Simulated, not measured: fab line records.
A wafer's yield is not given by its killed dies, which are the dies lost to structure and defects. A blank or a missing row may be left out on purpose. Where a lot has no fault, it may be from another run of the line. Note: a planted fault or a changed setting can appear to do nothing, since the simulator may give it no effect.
Lot-split experiment | flow n5_finfet | on a route of 1938 steps: 7 lots, 39 wafers read

== THE SPLIT ITSELF ==
At N5_MIM_BOT_ETCH_ETCH_04 (etches SiNx in CF4/O2, target depth 26 nm, time 13 s), the setting time_s was moved away from the recipe's 13 s on 12 of the 39 wafers read, by -25.1% to +59.0%. This setting was run at the recipe's value on the other wafers.

The split's own step is where the reading is taken.

== THE READING ==
MIM_BOT_ETCH.cd_offset_nm (the simulator's own value, which no gauge read), in nm, at N5_MIM_BOT_ETCH_ETCH_04 (etches SiNx in CF4/O2, target depth 26 nm, time 13 s). There is no usual value for it anywhere in the file. Here, 27 wafers ran the recipe; their average is 0.0 nm with a standard deviation of 0.054 nm.

wafer  | tool, chamber at the split | time_s as run, s | against the recipe | MIM_BOT_ETCH.cd_offset_nm, nm | against lot-mates on the recipe
L081.1 | rie_diel-06, 1             | 13               | recipe             | 0                             | -
L081.2 | rie_diel-06, 0             | 13               | recipe             | 0                             | -
L081.3 | rie_diel-06, 2             | 13               | recipe             | 0                             | -
L081.4 | rie_diel-06, 3             | 9.731            | -25.1%             | 0.4                           | +0.4
L081.5 | rie_diel-06, 2             | 9.731            | -25.1%             | 0.2                           | +0.2
L081.6 | rie_diel-06, 3             | 9.731            | -25.1%             | 0.4                           | +0.4
L084.1 | rie_diel-05, 2             | 20.67            | +59.0%             | -0.6                          | -0.6
L084.2 | rie_diel-05, 1             | 20.67            | +59.0%             | -0.6                          | -0.6
L084.3 | rie_diel-05, 0             | 13               | recipe             | 0                             | -
L084.4 | rie_diel-05, 0             | 20.67            | +59.0%             | -0.6                          | -0.6
L084.5 | rie_diel-05, 1             | 13               | recipe             | 0.2                           | -
L084.6 | rie_diel-05, 2             | 13               | recipe             | -0.2                          | -
L090.2 | rie_diel-01, 2             | 13               | recipe             | 0                             | -
L090.4 | rie_diel-01, 1             | 13               | recipe             | 0                             | -
L090.6 | rie_diel-01, 3             | 13               | recipe             | 0                             | -
L092.1 | rie_diel-01, 0             | 13               | recipe             | 0                             | -
L092.2 | rie_diel-01, 3             | 20.49            | +57.6%             | -0.8                          | -0.8
L092.3 | rie_diel-01, 2             | 20.49            | +57.6%             | -0.6                          | -0.6
L092.4 | rie_diel-01, 1             | 13               | recipe             | 0                             | -
L092.5 | rie_diel-01, 3             | 13               | recipe             | 0                             | -
L092.6 | rie_diel-01, 2             | 20.49            | +57.6%             | -0.6                          | -0.6
L095.1 | rie_diel-01, 3             | 13               | recipe             | 0                             | -
L095.2 | rie_diel-01, 1             | 13               | recipe             | 0                             | -
L095.3 | rie_diel-01, 0             | 10.83            | -16.7%             | 0.2                           | +0.2
L095.4 | rie_diel-01, 3             | 10.83            | -16.7%             | 0.2                           | +0.2
L095.5 | rie_diel-01, 0             | 13               | recipe             | 0                             | -
L095.6 | rie_diel-01, 1             | 10.83            | -16.7%             | 0.2                           | +0.2
L093.1 | rie_diel-01, 0             | 13               | recipe             | 0                             | -
L093.2 | rie_diel-01, 1             | 13               | recipe             | 0                             | -
L093.3 | rie_diel-01, 3             | 13               | recipe             | 0                             | -
L093.4 | rie_diel-01, 1             | 13               | recipe             | 0                             | -
L093.5 | rie_diel-01, 3             | 13               | recipe             | 0                             | -
L093.6 | rie_diel-01, 0             | 13               | recipe             | 0                             | -
L096.1 | rie_diel-01, 1             | 13               | recipe             | 0                             | -
L096.2 | rie_diel-01, 0             | 13               | recipe             | 0                             | -
L096.3 | rie_diel-01, 3             | 13               | recipe             | 0                             | -
L096.4 | rie_diel-01, 1             | 13               | recipe             | 0                             | -
L096.5 | rie_diel-01, 0             | 13               | recipe             | 0                             | -
L096.6 | rie_diel-01, 3             | 13               | recipe             | 0                             | -

FIT RESULTS
A straight line over all 39 wafers: MIM_BOT_ETCH.cd_offset_nm changes by -0.0112 nm for each +1% of time_s; r = -0.97; the points scatter about the line by 0.064 nm.
The same after taking each lot's own level away (the mean of its wafers on the recipe; 39 wafers): -0.0112 nm for each +1%; r = -0.97; scatter 0.064 nm.
That fit puts the effect of the largest move of time_s on the reading at 0.66 nm.
The span of the lots' own levels, 0.00 to 0.00 nm, comes to 0.0 times the standard deviation stated above.
The two slopes are in agreement: the lot-to-lot level therefore moves the slope only a little.
Check: with one of the wafers moved furthest among these (+59.0%) left out of the fit, the line predicts -0.66 nm for it against its lot-mates. It came out at -0.6 nm against them.

== THE OTHER SPLITS THESE WAFERS WENT THROUGH ==
These wafers also went through other splits before the reading. Each is held against what the fit with the lots' levels taken away leaves over:
other split on the same wafers     | wafers away from the commonest value | r with MIM_BOT_ETCH.cd_offset_nm (lot level and that fit taken away)
N5_BEOL_M7_ILD_DEP_00 target_thk_a | 15                                   | +0.02
N5_BEOL_M10_ETCH_62 time_s         | 15                                   | -0.04
N5_BEOL_M15_ETCH_59 time_s         | 15                                   | -0.09

== THE WHOLE CHAIN: every reading that the file lists as answering this split, in the file's order ==
step                    | what it does                                         | reading                                                                    | change (the file's fit)                | r (the file's)
N5_MIM_BOT_ETCH_ETCH_04 | etches SiNx in CF4/O2, target depth 26 nm, time 13 s | etch.depth_nm (the simulator's own value, which no gauge read)             | +0.259 nm for each +1% of the setting  | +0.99
N5_MIM_BOT_ETCH_ETCH_04 | etches SiNx in CF4/O2, target depth 26 nm, time 13 s | MIM_BOT_ETCH.cd_offset_nm (the simulator's own value, which no gauge read) | -0.0111 nm for each +1% of the setting | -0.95

== THE FILE'S OWN FIT ==
MIM_BOT_ETCH.cd_offset_nm changes by -0.0111 nm for each +1% of time_s, r = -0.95.
